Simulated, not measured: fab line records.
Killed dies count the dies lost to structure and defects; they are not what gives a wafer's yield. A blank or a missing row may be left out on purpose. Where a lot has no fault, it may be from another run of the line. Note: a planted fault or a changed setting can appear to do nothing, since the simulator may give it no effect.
Problem report in the 8D (eight disciplines) form, filled by code ; flow nandHarc ; the parts of the form that need people (team, actions taken, sign-off) are left out

1. WHAT IS WRONG
Wafers without a fault read 1000 nm, standard deviation 13; thkNm at NHARC_A_ONON_D1_THK_MEAS_08 reads a mean of 1808 nm on 6 wafers belonging to 2 lots. That is +62 standard deviations from the usual mean.
The step: measures by ellipsometry.
First seen on wafer L766.1, day 8 11:26, on filmMetro-01. The record has a number at this step for 42 wafers belonging to 14 lots. By rule, "out" or "out of limits" means more than 4 standard deviations away from the usual mean. All remaining wafers that have a number are taken as sound.

2. WHAT IT IS, AND WHAT IT ISN'T
question;is;is not
which readings at this step;thkNm;-
which lots;L766, L772;L763, L764, L765, L767, L769, L777, L779, L780, L782, L783, L784, L785
which wafers of those lots;all that have a number;-
read on which gauges;filmMetro-01, filmMetro-02;-
when;from day 8 11:26;"up to then (12 sound wafers); but 24 sound wafers of L769, L777, L779, L780, L782, L783, L784, L785 came after"

3. THE SUSPECTS, EACH WITH WHAT RULES IT OUT
Counting: any tool at a process step up to the reading is kept as a suspect provided that every lot that is out went through it and no sound lot did after the first of them.
- the gauge at NHARC_A_ONON_D1_THK_MEAS_08: ruled out. Those wafers that are out were read across 2 gauges (filmMetro-01, filmMetro-02).
- pecvdOnon-01 at NHARC_A_ONON_D1_DEP_06 (target thk 1000 nm): ruled out as a lasting fault. The sound lots L784 went through it after L766, its earliest lot that is out (day 8 10:55).
Left after counting: nothing in the record.

4. THE CAUSE (what the simulator had put in)
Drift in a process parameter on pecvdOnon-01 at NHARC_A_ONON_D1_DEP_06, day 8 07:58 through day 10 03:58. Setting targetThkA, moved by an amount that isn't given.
The count ruled it out by mistake, since the rule takes a fault to strike every lot its tool runs from the start of the fault on, and this one did not do so.

5. THE CHAIN OF EFFECTS, in route order
Rows list readings where the struck wafers' mean (over those with a number) sits beyond 3 standard deviations from the usual. Only readings whose record carries a usual standard deviation are examined. hours: median over the lots of the time between each lot's start at the first step of this table that gives one and its start at this step. sigmas: the change, counted in usual standard deviations.
hours;step;reading;usual;on struck wafers;change;sigmas
0;NHARC_A_ONON_D1_THK_MEAS_08;thkNm;1000 nm;1808;+808;+62
289;NHARC_END_SORT_01;killedAtArray;27;672;+645;+64
289;NHARC_END_SORT_01;killedDies;31;677;+646;+67

6. HOW IT WOULD HAVE BEEN CAUGHT EARLIER
The first out-of-limits reading at a measuring or inspecting step in this record came at day 8 11:26, 3 hours after the fault's start at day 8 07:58.
